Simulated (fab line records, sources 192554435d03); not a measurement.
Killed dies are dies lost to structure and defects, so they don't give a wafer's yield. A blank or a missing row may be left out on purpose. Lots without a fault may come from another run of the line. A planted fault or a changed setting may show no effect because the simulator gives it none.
Split-lot experiment | flow n5_finfet | 7 lots, 21 wafers read, on a route of 1938 steps

THE SPLIT
At N5_BEOL_M3_DESCUM_33 (chemistry O2, time 7 s), the setting time_s was moved away from the recipe's 7 s on 7 of the 21 wafers read, by -17.8% to +11.4%. The other wafers ran this setting at the recipe's value.

The reading is taken at the split's own step.

THE READING
CAR-EUV_of_BEOL_M3_COAT_22.thk_nm (the simulator's own value, which no gauge read), in nm, at N5_BEOL_M3_DESCUM_33 (chemistry O2, time 7 s). The file gives no usual value for it. The 14 wafers here that ran the recipe average 26.1 nm, standard deviation 0.16 nm.

wafer  | tool, chamber at the split | time_s as run, s | against the recipe | CAR-EUV_of_BEOL_M3_COAT_22.thk_nm, nm | against lot-mates on the recipe
L083.1 | rie_diel-06, 2             | 5.791            | -17.3%             | 26.6                                  | +0.6
L083.6 | rie_diel-06, 2             | 5.791            | -17.3%             | 26.6                                  | +0.6
L083.3 | rie_diel-06, 3             | 7                | recipe             | 26                                    | -
L085.1 | rie_diel-03, 3,1,0         | 7                | recipe             | 26                                    | -
L085.5 | rie_diel-03, 3,1,0         | 7                | recipe             | 26                                    | -
L085.6 | rie_diel-03, 3,1,0         | 7                | recipe             | 26                                    | -
L086.2 | rie_diel-06, 3,0           | 7                | recipe             | 26                                    | -
L086.4 | rie_diel-06, 3,0           | 7                | recipe             | 26                                    | -
L086.6 | rie_diel-06, 2             | 7.509            | +7.3%              | 25.8                                  | -0.2
L089.1 | rie_diel-03, 1,0,1         | 7                | recipe             | 26.4                                  | -
L089.3 | rie_diel-03, 1,0,1         | 7                | recipe             | 26.4                                  | -
L089.5 | rie_diel-03, 1,0,1         | 7                | recipe             | 26.4                                  | -
L093.1 | rie_diel-01, 0             | 6.374            | -8.9%              | 26.4                                  | +0.3
L093.4 | rie_diel-01, 2             | 7                | recipe             | 26                                    | -
L093.6 | rie_diel-01, 1             | 7                | recipe             | 26.2                                  | -
L079.1 | rie_diel-01, 3,1           | 7                | recipe             | 26.2                                  | -
L079.3 | rie_diel-01, 3,1           | 7                | recipe             | 26.2                                  | -
L079.2 | rie_diel-01, 0             | 5.757            | -17.8%             | 26.8                                  | +0.6
L096.1 | rie_diel-03, 1             | 7                | recipe             | 26                                    | -
L096.3 | rie_diel-03, 3,1           | 7.801            | +11.4%             | 25.8                                  | -0.2
L096.5 | rie_diel-03, 3,1           | 7.801            | +11.4%             | 25.8                                  | -0.2
Where a row lists several chambers, the file gives one row for several wafers and doesn't say which wafer went through which chamber.

THE FIT
A straight line over all 21 wafers: CAR-EUV_of_BEOL_M3_COAT_22.thk_nm changes by -0.0311 nm for each +1% of time_s; r = -0.87; the points scatter about the line by 0.15 nm.
The same after taking each lot's own level away (the mean of its wafers on the recipe; 21 wafers): -0.03 nm for each +1%; r = -0.97; scatter 0.058 nm.
On that fit, the largest move of time_s shifts the reading by 0.53 nm.
The lots' own levels span 26.00 to 26.40 nm, that is 2.5 times the standard deviation above.
So the lot-to-lot level changes the slope little: the two slopes agree.
Check: with one of the wafers moved furthest among these (-17.8%) left out of the fit, the line predicts +0.547 nm for it against its lot-mates. It came out at +0.6 nm against them.

OTHER SPLITS ON THESE WAFERS
These wafers also went through other splits before the reading. Each is held against what the fit with the lots' levels taken away leaves over:
other split on the same wafers | wafers away from the commonest value | r with CAR-EUV_of_BEOL_M3_COAT_22.thk_nm (lot level and that fit taken away)
N5_BEOL_M2_EXPOSE_08 dose_mj   | 4                                    | +0.27

THE FILE'S OWN FIT
CAR-EUV_of_BEOL_M3_COAT_22.thk_nm changes by -0.0313 nm for each +1% of time_s, r = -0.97.
